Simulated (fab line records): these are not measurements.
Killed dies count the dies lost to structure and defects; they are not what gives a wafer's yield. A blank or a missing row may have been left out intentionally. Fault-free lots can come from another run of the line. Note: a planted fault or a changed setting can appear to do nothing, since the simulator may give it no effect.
fab line records -- flow n5-finfet
[record] lots = 4, wafers = 12, last-day = 17
route steps=1938 shown BEOL_M4@1099 BEOL_M5@1112 BEOL_M9@1443 PASSIVATION@1936
lots with no fault: from the same line, run without faults
start-h: the number of hours between the record's first day and the start of the first shown wafer of the lot -- wait-h: time in hours since the lot's previous step -- " identical to the entry in the row above -- L1.1+2: a single row standing in for several wafers -- - no value, or no start given -- * or withheld: withheld -- < > ~ a bound
route shown NAME@n: a module of which the file shows steps, and the number in the route of the first -- usual: mean/standard deviation of fault-free wafers -- same: alike in all rows -- chamber/n: place in a boat -- sites: readings site by site -- _std_site: the values' standard deviation -- _edge_site: inner sites' mean taken away from outer sites' mean -- radius-mm: for every site, how far away it sits from the centre of the wafer -- mask NAME#n: copy n -- behind: the most recent tool/chamber to have shaped the wafer -- hold: why the lot went on hold/how many hours it stayed there/how the hold came to an end -- device: which transistor (n, p or np) failed to switch -- end of line: the same wafers' tests at the end of the route -- a step given without rows: its recipe and nothing more -- killed: dies that structure and defects cost at the first sort, which is not the same as the wafer's yield -- map: the dies of a wafer, with x for killed, . for not killed, _ for no die there
set.NAME: the setting as run; set.NAME@STEP: as run at that earlier step -- model.NAME: the simulator's own value behind a step, which no gauge read
a table for each step, a row for each wafer; lots at some steps of the route
services: a tool's chamber out of use, with start hour (start-h, from the record's first day; less than 0 if before it), hours out, and reason
[[steps]]
[step N5_BEOL_M4_ANNEAL_95]
[recipe] temp-c = 400, time-s = 240, ambient = vacuum
[step N5_BEOL_M4_SPUTTER_96]
[recipe] material = Cu, target-thk-a = 45, temp-c = -20, chamber-pressure-pa = 0.07, power-w = withheld, time-s = 8.29
[step N5_BEOL_M4_ECD_50]
[recipe] material = Cu, target-thk-a = 3000
[step N5_BEOL_M4_ANNEAL_51]
[recipe] temp-c = 225, time-s = 90, ambient = N2
[step N5_BEOL_M4_CMP_52]
[recipe] stop-on = SiOC, t-overpolish-s = 6.8, down-force-psi = 1, platen-rpm = 50, clearing-platen-down-force-psi = 1.5, clearing-platen-rpm = 50, post-cmp-clean = cu-alkaline, target-thk-nm = 40, clearing-platen-pad-velocity-m-s = 0.99484, pad-velocity-m-s = 0.99484
[step N5_BEOL_M4_PRE_CLEAN_60]
[recipe] gas = NH3/H2, time-s = 15, temp-c = *, rf-power-w = 300
[step N5_BEOL_M4_CO_CAP_55]
[recipe] material = Co, target-thk-a = 20, temp-c = 200, precursor = CCTBA/H2, pressure-torr = 30, time-s = 102.1
[step N5_BEOL_M4_PRE_CLEAN_56]
[recipe] gas = NH3, time-s = 15, temp-c = withheld, rf-power-w = 300
[step N5_BEOL_M4_DEP_57]
[recipe] material = SiCN, target-thk-a = 80, temp-c = withheld, precursor = 3MS/NH3, pressure-torr = 3, rf-w = 202, time-s = 14
[step N5_BEOL_M4_RC_MEAS_101]
[usual] DIBL_N = 35.9/1.4, DIBL_P = 35.9/1.7, IOFF_N = 0.155/0.023, IOFF_P = 0.201/0.029, ION_N = 672/8.8, ION_P = 460/7, SS_N = 71.6/0.48, SS_P = 73.1/0.64, VT_N = 250.0/3, VT_P = -251.6/3
lot.wafer,tool,chamber,start-h,wait-h,DIBL_N[mV/V],DIBL_P[mV/V],IOFF_N[nA/um],IOFF_P[nA/um],ION_N[uA/um],ION_P[uA/um],SS_N[mV/dec],SS_P[mV/dec],VT_N[mV],VT_P[mV]
L423.2,prober-01,0,202.22,0.2,36.9,38.2,0.183,0.197,681,455,71.2,74.0,247.5,-254.0
L423.4,prober-01,0,202.22,0.2,35.1,36.5,0.151,0.170,669,454,71.2,72.7,251.0,-257.4
L423.6,prober-01,0,202.22,0.2,36.3,37.8,0.163,0.192,675,452,72.1,73.1,249.7,-253.4
L424.3,prober-02,0,217.06,0.3,34.9,34.5,0.138,0.151,662,449,71.9,72.6,251.5,-256.6
L424.4,prober-02,0,217.06,0.3,34.7,34.5,0.136,0.155,658,443,71.7,72.0,255.2,-257.3
L424.6,prober-02,0,217.06,0.3,36.6,36.0,0.159,0.171,664,444,72.0,73.5,250.5,-255.5
L435.1,prober-02,0,279.19,0.0,35.4,36.6,0.148,0.165,675,452,71.8,73.7,249.8,-256.4
L435.4,prober-02,0,279.19,0.0,36.1,37.0,0.154,0.164,658,448,71.5,73.5,250.7,-257.2
L435.6,prober-02,0,279.19,0.0,36.8,38.1,0.162,0.180,674,457,72.1,73.0,249.6,-258.8
L439.1,prober-01,0,305.76,0.2,36.1,34.9,0.146,0.175,668,452,71.7,73.5,250.2,-255.3
L439.2,prober-01,0,305.76,0.2,34.4,33.7,0.118,0.161,665,456,71.0,73.4,254.4,-255.5
L439.6,prober-01,0,305.76,0.2,35.7,35.3,0.139,0.182,662,452,71.7,73.2,252.2,-253.5
[step N5_BEOL_M5_ILD_DEP_00]
[recipe] material = SiCOH_lowk, target-thk-a = 1406.4, temp-c = 300, precursor = DEMS/porogen, pressure-torr = 5, rf-w = 500, time-s = 25.9
[step N5_BEOL_M5_CURE_79]
[recipe] temp-c = 385, time-s = 240, ambient = He/Ar, material = SiCOH_lowk
[step N5_BEOL_M5_PECVD_70]
[recipe] material = SiO2, target-thk-a = 160, temp-c = 400, precursor = TEOS/O2, pressure-torr = 5.5, rf-w = 450, teos-flow-sccm = 53.8, gas = O2, flow-sccm = 3000, time-s = 18
[step N5_BEOL_M5_HM_DEP_02]
[recipe] material = TiN, target-thk-a = 200, temp-c = 25, chamber-pressure-pa = 0.49996
[step N5_BEOL_M5_COAT_59]
[recipe] resist = SOC, temp-c = 250, time-s = 60, spin-rpm = 1500, resist-thk-nm = 60
[step N5_BEOL_M5_COAT_60]
[recipe] resist = SiARC, temp-c = 220, time-s = 60, spin-rpm = 1500, resist-thk-nm = 12
[step N5_BEOL_M5_COAT_71]
[recipe] resist = underlayer, temp-c = 205, time-s = 60, spin-rpm = 1500, resist-thk-nm = 5
[step N5_BEOL_M5_COAT_05]
[recipe] resist = CAR-EUV, spin-rpm = 1500, resist-thk-nm = 30
[step N5_BEOL_M5_EBR_07]
[recipe] solvent = PGMEA, ebr-width-mm = 1.5
[step N5_BEOL_M5_SOFTBAKE_06]
[recipe] temp-c = 110, time-s = 60, resist = CAR-EUV
[step N5_BEOL_M5_EXPOSE_08]
[recipe] mask-id = M5, na = 0.33, source-shape = annular, sigma-inner = 0.4, sigma-outer = 0.8, polarization = unpolarized, target-cd-nm = 28, dose-mj = 35.75
[step N5_BEOL_M5_PEB_09]
[recipe] peb-temp-c = 100, peb-time-s = 60, resist = CAR-EUV
[step N5_BEOL_M5_DEVELOP_10]
[recipe] develop-time-s = 30, developer = TMAH, resist = CAR-EUV, rinse-liquid = surfactant-rinse, dry = air-spin, dev-temp-c = 23
[step N5_BEOL_M5_DESCUM_16]
[recipe] chemistry = O2, time-s = 7, source-power-w = 50, bias-power-w = 20, pressure-mtorr = 20, rf-frequency-hz = 2.712e+07, temp-c = 40, resist = CAR-EUV, o2-flow-sccm = 225
[step N5_BEOL_M5_ETCH_72]
[recipe] chemistry = N2/H2, target = underlayer, target-depth-a = 65, mask-material = CAR-EUV, time-s = 5.2, ion-energy-ev = 200, pressure-mtorr = 30, source-w = 840, bias-w = 150, n2-flow-sccm = 200, h2-flow-sccm = 200, ends = cleared
[step N5_BEOL_M5_ETCH_61]
[recipe] chemistry = CF4, target = SiARC, target-depth-a = 156, mask-material = CAR-EUV, time-s = 26, ion-energy-ev = 80, pressure-mtorr = 40, source-w = 545, bias-w = 36, Ar_flow_sccm = 100, cf4-flow-sccm = 100, ends = cleared
[step N5_BEOL_M5_ETCH_62]
[recipe] chemistry = N2/H2, target = SOC, target-depth-a = 750, overetch-a = 150, mask-material = SiARC, temp-c = 40, time-s = 112.5, ion-energy-ev = 200, pressure-mtorr = 30, source-w = 840, bias-w = 150, n2-flow-sccm = 200, h2-flow-sccm = 200
[step N5_BEOL_M5_STRIP_63]
[recipe] chemistry = N2/H2, temp-c = 40, n2-flow-sccm = 200, h2-flow-sccm = 200, rf-frequency-hz = 6e+07
[step N5_BEOL_M5_STRIP_73]
[recipe] chemistry = N2/H2, temp-c = 40, n2-flow-sccm = 200, h2-flow-sccm = 200, rf-frequency-hz = 6e+07
[step N5_BEOL_M5_STRIP_64]
[recipe] chemistry = CF4, resist = SiARC, power-w = 300, bias-power-w = 75, pressure-mtorr = 50, cf4-flow-sccm = 150, rf-frequency-hz = 6e+07
[step N5_BEOL_M5_HM_OPEN_17]
[recipe] chemistry = Cl2/BCl3, target-depth-a = 200, overetch-a = 60, target = TiN, mask-material = SOC, ion-energy-ev = 150, pressure-mtorr = 10, icp-w = 1000, bias-w = 126, Cl2_flow_sccm = 53.25, bcl3-flow-sccm = 21.75, Ar_flow_sccm = 25
[step N5_BEOL_M5_STRIP_19]
[recipe] chemistry = O2, power-w = 400, temp-c = 40, pressure-mtorr = 30, rf-frequency-hz = 6e+07, bias-power-w = 0, overash-fraction = 0.2, o2-flow-sccm = 225
[step N5_BEOL_M5_COAT_65]
[recipe] resist = SOC, temp-c = 250, time-s = 60, spin-rpm = 1500, resist-thk-nm = 60
[step N5_BEOL_M5_COAT_66]
[recipe] resist = SiARC, temp-c = 220, time-s = 60, spin-rpm = 1500, resist-thk-nm = 12
[step N5_BEOL_M9_VIA_ETCH_34]
[recipe] chemistry = C4F6/O2, target = SiCOH_lowk, target-depth-a = 1824, mask-material = SOC, taper-deg = 4, time-s = 68.4, ion-energy-ev = 250, pressure-mtorr = 30, source-w = 345, bias-w = 185, Ar_flow_sccm = 300, C4F6_flow_sccm = 10, O2_flow_sccm = 10
[usual] C4F6_flow_sccm = 9.996/0.027, O2_flow_sccm = 10.003/0.028, drypump-motor-current-A = 5.9/0.64, oes_f_703_au = 0.82/0.093, oes-product-au = 0.82/0.095, rf-fwd-power-W = 342.4/1.3, rf-vpp-V = 666/7.2, showerhead-plenum-p-Torr = 2.87/0.1, throttle-valve-pct = 20.86/0.17
lot.wafer,tool,chamber,start-h,wait-h,C4F6_flow_sccm,O2_flow_sccm,drypump-motor-current-A,oes_f_703_au,oes-product-au,rf-fwd-power-W,rf-hours-counter-h,rf-vpp-V,showerhead-plenum-p-Torr,throttle-valve-pct,model.SOC_of_BEOL_M9_COAT_63.thk-nm,model.SiARC_of_BEOL_M9_COAT_64.thk-nm
L423.2,rie-diel-01,2,251.48,0.0,-,-,-,-,-,-,-,-,-,-,60,6.2
L423.4,rie-diel-01,0,251.48,0.0,-,-,-,-,-,-,-,-,-,-,59.8,6.4
L423.6,rie-diel-01,2,251.48,0.0,-,-,-,-,-,-,-,-,-,-,59.8,6.2
L424.3,rie-diel-04,3,260.29,0.0,-,-,-,-,-,-,-,-,-,-,59.8,6.6
L424.4,rie-diel-04,0,260.29,0.0,-,-,-,-,-,-,-,-,-,-,59.6,6.6
L424.6,rie-diel-04,1,260.29,0.0,-,-,-,-,-,-,-,-,-,-,59.8,6.4
L435.1,rie-diel-04,3,323.55,0.0,10.027,9.965,6.8,1.00,0.99,341.6,0,668,3.03,20.40,51,0
L435.4,rie-diel-04,0,323.55,0.0,10.001,9.965,5.4,0.74,0.72,344.3,207,658,2.94,21.16,51.2,0
L435.6,rie-diel-04,0,323.55,0.0,9.988,9.961,5.3,0.73,0.73,345.3,-,659,2.94,21.18,51,0
L439.1,rie-diel-01,0,347.33,0.0,9.962,9.982,5.8,0.86,0.86,343.8,73,658,2.99,20.68,50.8,0
L439.2,rie-diel-01,2,347.33,0.0,9.947,10.014,6.6,0.87,0.88,341.9,42,665,2.78,20.95,50.8,0
L439.6,rie-diel-01,2,347.33,0.0,10.001,9.962,6.6,0.88,0.86,343.2,-,663,2.78,20.96,50.6,0
[step N5_PASSIVATION_PROBE_49]
[usual] defect-limited-yield = 91.7/1.5, killed_at_M0_to_M3 = 30/8.6, killed_at_M4_up = 12/4.5, killed-at-contacts = 13/5.8, killed-at-front-end = 38/11, killed-at-other = 4/3, killed-dies = 97/17, killed-on-rim = 13/3.6, killed-open = 63/12, killed-short = 32/8.8, sort_bin_5_function = 4.8/0.91, sort_bin_6_memory = 3.1/0.68, sort-n-pass = 1083/17, sort-yield-pct = 91.7/1.5
[same] gross-dies = 1180, killed-at-back-side = 0, sort_bin_4_leakage[%] = 0, sort_bin_8_speed[%] = 0
lot.wafer,tool,chamber,start-h,wait-h,defect-limited-yield[%],killed_at_M0_to_M3,killed_at_M4_up,killed-at-contacts,killed-at-front-end,killed-at-other,killed-dies,killed-on-rim,killed-open,killed-short,sort_bin_5_function[%],sort_bin_6_memory[%],sort-n-pass,sort-yield-pct[%]
L423.2,prober-02,-,310.11,0.1,0,20,1102,10,43,5,1180,152,54,31,97.1,2.6,0,0
L423.4,prober-02,-,310.21,0.2,0,22,1096,13,48,1,1180,152,59,36,96.7,3.1,0,0
L423.6,prober-02,-,310.31,0.3,0,29,1090,14,42,5,1180,152,55,41,97.0,2.5,0,0
L424.3,prober-01,-,318.47,0.1,0,22,1111,6,39,2,1180,152,58,24,97.6,2.1,0,0
L424.4,prober-01,-,318.52,0.2,0,27,1099,9,42,3,1180,152,60,31,96.3,3.2,0,0
L424.6,prober-01,-,318.62,0.3,0,26,1120,4,28,2,1180,152,52,21,97.4,2.5,0,0
L435.1,prober-01,-,385.34,0.0,89.4,52,15,18,37,3,125,10,73,52,6.9,3.0,1055,89.4
// killed by level:class
L423.2 BEOL_M9:area-etch=1094 STI_FIN_REVEAL:geometric-particle:open=18 MOL_CONTACT_COAG:geometric-particle:open=8 BEOL_M1:geometric-particle:open=6 GATE_CUT:geometric-particle:short=6 STI_FIN_REVEAL:geometric-particle:short=5 BEOL_M3:geometric-particle:short=5 BEOL_M7:geometric-particle:open=4
L423.4 BEOL_M9:area-etch=1084 STI_FIN_REVEAL:geometric-particle:open=12 MOL_CONTACT_COAG:geometric-particle:open=12 FIN_SAQP:geometric-particle:short=8 GATE_CUT:geometric-particle:short=8 BEOL_M2:geometric-particle:open=6 BEOL_M3:geometric-particle:short=4 DUMMY_GATE:geometric-particle:open=4
L423.6 BEOL_M9:area-etch=1083 STI_FIN_REVEAL:geometric-particle:open=12 MOL_CONTACT_COAG:geometric-particle:open=12 FIN_SAQP:geometric-particle:short=9 BEOL_M0_SAQP:geometric-particle:short=8 FIN_SAQP:geometric-particle:open=6 BEOL_M3:geometric-particle:short=6 BEOL_M0_SAQP:geometric-particle:open=5
L424.3 BEOL_M9:area-etch=1097 FIN_SAQP:geometric-particle:open=11 STI_FIN_REVEAL:geometric-particle:open=9 FIN_SAQP:geometric-particle:short=7 MOL_CONTACT_COAG:geometric-particle:open=6 BEOL_M1:geometric-particle:open=6 BEOL_M3:geometric-particle:open=5 BEOL_M0_SAQP:geometric-particle:open=4
L424.4 BEOL_M9:area-etch=1089 STI_FIN_REVEAL:geometric-particle:open=15 FIN_SAQP:geometric-particle:short=8 FIN_SAQP:geometric-particle:open=8 BEOL_M3:geometric-particle:open=7 MOL_CONTACT_COAG:geometric-particle:open=5 BEOL_M1:geometric-particle:open=5 MOL_CONTACT_COAG:geometric-particle:short=4
L424.6 BEOL_M9:area-etch=1107 STI_FIN_REVEAL:geometric-particle:open=9 FIN_SAQP:geometric-particle:open=5 BEOL_M1:geometric-particle:open=5 BEOL_M3:geometric-particle:open=5 BEOL_M0_SAQP:geometric-particle:open=4 BEOL_M1:geometric-particle:short=4 BEOL_M4:geometric-particle:open=4
L435.1 MOL_CONTACT_COAG:geometric-particle:open=14 BEOL_M0_SAQP:geometric-particle:open=11 GATE_CUT:geometric-particle:short=9 BEOL_M3:geometric-particle:short=9 STI_FIN_REVEAL:geometric-particle:open=7 DUMMY_GATE:geometric-particle:open=7 BEOL_M0_SAQP:geometric-particle:short=7 BEOL_M3:geometric-particle:open=7
// map L423.2 (x killed, . not)
_________________xxxxxxxxxxxx________________
______________xxxxxxxxxxxxxxxxxx_____________
___________xxxxxxxxxxxxxxxxxxxxxxxx__________
__________xxxxxxxxxxxxxxxxxxxxxxxxxx_________
________xxxxxxxxxxxxxxxxxxxxxxxxxxxxxx_______
_______xxxxxxxxxxxxxxxxxxxxxxxxxxxxxxxx______
______xxxxxxxxxxxxxxxxxxxxxxxxxxxxxxxxxx_____
_____xxxxxxxxxxxxxxxxxxxxxxxxxxxxxxxxxxxx____
____xxxxxxxxxxxxxxxxxxxxxxxxxxxxxxxxxxxxxx___
___xxxxxxxxxxxxxxxxxxxxxxxxxxxxxxxxxxxxxxxx__
___xxxxxxxxxxxxxxxxxxxxxxxxxxxxxxxxxxxxxxxx__
__xxxxxxxxxxxxxxxxxxxxxxxxxxxxxxxxxxxxxxxxxx_
__xxxxxxxxxxxxxxxxxxxxxxxxxxxxxxxxxxxxxxxxxx_
_xxxxxxxxxxxxxxxxxxxxxxxxxxxxxxxxxxxxxxxxxxxx
_xxxxxxxxxxxxxxxxxxxxxxxxxxxxxxxxxxxxxxxxxxxx
_xxxxxxxxxxxxxxxxxxxxxxxxxxxxxxxxxxxxxxxxxxxx
_xxxxxxxxxxxxxxxxxxxxxxxxxxxxxxxxxxxxxxxxxxxx
_xxxxxxxxxxxxxxxxxxxxxxxxxxxxxxxxxxxxxxxxxxxx
_xxxxxxxxxxxxxxxxxxxxxxxxxxxxxxxxxxxxxxxxxxxx
_xxxxxxxxxxxxxxxxxxxxxxxxxxxxxxxxxxxxxxxxxxxx
_xxxxxxxxxxxxxxxxxxxxxxxxxxxxxxxxxxxxxxxxxxxx
__xxxxxxxxxxxxxxxxxxxxxxxxxxxxxxxxxxxxxxxxxx_
__xxxxxxxxxxxxxxxxxxxxxxxxxxxxxxxxxxxxxxxxxx_
___xxxxxxxxxxxxxxxxxxxxxxxxxxxxxxxxxxxxxxxx__
___xxxxxxxxxxxxxxxxxxxxxxxxxxxxxxxxxxxxxxxx__
____xxxxxxxxxxxxxxxxxxxxxxxxxxxxxxxxxxxxxx___
_____xxxxxxxxxxxxxxxxxxxxxxxxxxxxxxxxxxxx____
______xxxxxxxxxxxxxxxxxxxxxxxxxxxxxxxxxx_____
_______xxxxxxxxxxxxxxxxxxxxxxxxxxxxxxxx______
________xxxxxxxxxxxxxxxxxxxxxxxxxxxxxx_______
__________xxxxxxxxxxxxxxxxxxxxxxxxxx_________
___________xxxxxxxxxxxxxxxxxxxxxxxx__________
______________xxxxxxxxxxxxxxxxxx_____________
_________________xxxxxxxxxxxx________________
// map L424.3 (x killed, . not)
_________________xxxxxxxxxxxx________________
______________xxxxxxxxxxxxxxxxxx_____________
___________xxxxxxxxxxxxxxxxxxxxxxxx__________
__________xxxxxxxxxxxxxxxxxxxxxxxxxx_________
________xxxxxxxxxxxxxxxxxxxxxxxxxxxxxx_______
_______xxxxxxxxxxxxxxxxxxxxxxxxxxxxxxxx______
______xxxxxxxxxxxxxxxxxxxxxxxxxxxxxxxxxx_____
_____xxxxxxxxxxxxxxxxxxxxxxxxxxxxxxxxxxxx____
____xxxxxxxxxxxxxxxxxxxxxxxxxxxxxxxxxxxxxx___
___xxxxxxxxxxxxxxxxxxxxxxxxxxxxxxxxxxxxxxxx__
___xxxxxxxxxxxxxxxxxxxxxxxxxxxxxxxxxxxxxxxx__
__xxxxxxxxxxxxxxxxxxxxxxxxxxxxxxxxxxxxxxxxxx_
__xxxxxxxxxxxxxxxxxxxxxxxxxxxxxxxxxxxxxxxxxx_
_xxxxxxxxxxxxxxxxxxxxxxxxxxxxxxxxxxxxxxxxxxxx
_xxxxxxxxxxxxxxxxxxxxxxxxxxxxxxxxxxxxxxxxxxxx
_xxxxxxxxxxxxxxxxxxxxxxxxxxxxxxxxxxxxxxxxxxxx
_xxxxxxxxxxxxxxxxxxxxxxxxxxxxxxxxxxxxxxxxxxxx
_xxxxxxxxxxxxxxxxxxxxxxxxxxxxxxxxxxxxxxxxxxxx
_xxxxxxxxxxxxxxxxxxxxxxxxxxxxxxxxxxxxxxxxxxxx
_xxxxxxxxxxxxxxxxxxxxxxxxxxxxxxxxxxxxxxxxxxxx
_xxxxxxxxxxxxxxxxxxxxxxxxxxxxxxxxxxxxxxxxxxxx
__xxxxxxxxxxxxxxxxxxxxxxxxxxxxxxxxxxxxxxxxxx_
__xxxxxxxxxxxxxxxxxxxxxxxxxxxxxxxxxxxxxxxxxx_
___xxxxxxxxxxxxxxxxxxxxxxxxxxxxxxxxxxxxxxxx__
___xxxxxxxxxxxxxxxxxxxxxxxxxxxxxxxxxxxxxxxx__
____xxxxxxxxxxxxxxxxxxxxxxxxxxxxxxxxxxxxxx___
_____xxxxxxxxxxxxxxxxxxxxxxxxxxxxxxxxxxxx____
______xxxxxxxxxxxxxxxxxxxxxxxxxxxxxxxxxx_____
_______xxxxxxxxxxxxxxxxxxxxxxxxxxxxxxxx______
________xxxxxxxxxxxxxxxxxxxxxxxxxxxxxx_______
__________xxxxxxxxxxxxxxxxxxxxxxxxxx_________
___________xxxxxxxxxxxxxxxxxxxxxxxx__________
______________xxxxxxxxxxxxxxxxxx_____________
_________________xxxxxxxxxxxx________________
[[services]]
tool,chamber,start-h,hours,kind
rie-diel-01,-,229.97,2.8,pm
rie-diel-04,1,239.23,6.4,repair
rie-diel-04,2,247.20,-,clean
rie-diel-04,2,247.20,-,consumable-replace:focus-ring
rie-diel-04,2,247.20,17.3,scheduled-down
rie-diel-04,2,247.20,17.3,vent-cycle
rie-diel-01,3,284.47,7.4,repair
rie-diel-04,3,295.36,-,clean
rie-diel-04,3,295.36,-,consumable-replace:focus-ring
rie-diel-04,3,295.36,-,consumable-replace:showerhead
rie-diel-04,3,295.36,27.3,scheduled-down
rie-diel-04,3,295.36,27.3,vent-cycle
[[key]]
[first-sign] step = N5_BEOL_M9_VIA_ETCH_34, reading = tool-record, direction = missing
[effect] step = N5_PASSIVATION_PROBE_49, reading = killed_at_M4_up, direction = up, sigmas = 99+, usual = 12, struck = 1103
[model-effect] step = N5_BEOL_M9_VIA_ETCH_34, value = SOC_of_BEOL_M9_COAT_63.thk-nm, without = 50.6, struck = 59.8
[more-kills-born-at] N5_BEOL_M9_VIA_ETCH_34@rie-diel-04 = 3293, N5_BEOL_M9_VIA_ETCH_34@rie-diel-01 = 3261
met-at N5_BEOL_M9_VIA_ETCH_34
struck-wafers L423.2,L423.4,L423.6,L424.3,L424.4,L424.6
later-rows-left-out L423.2,L423.4,L423.6,L424.3,L424.4,L424.6
[fault] kind = skipped-step-whole, tool = rie-diel-01,rie-diel-04, chamber = -, onset-h = 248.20, steps = N5_BEOL_M9_VIA_ETCH_34, scope = struck-lots-only
// later-rows-left-out: the simulator's readings of these wafers behind a module that went badly wrong aren't trusted and aren't shown, but for the sort
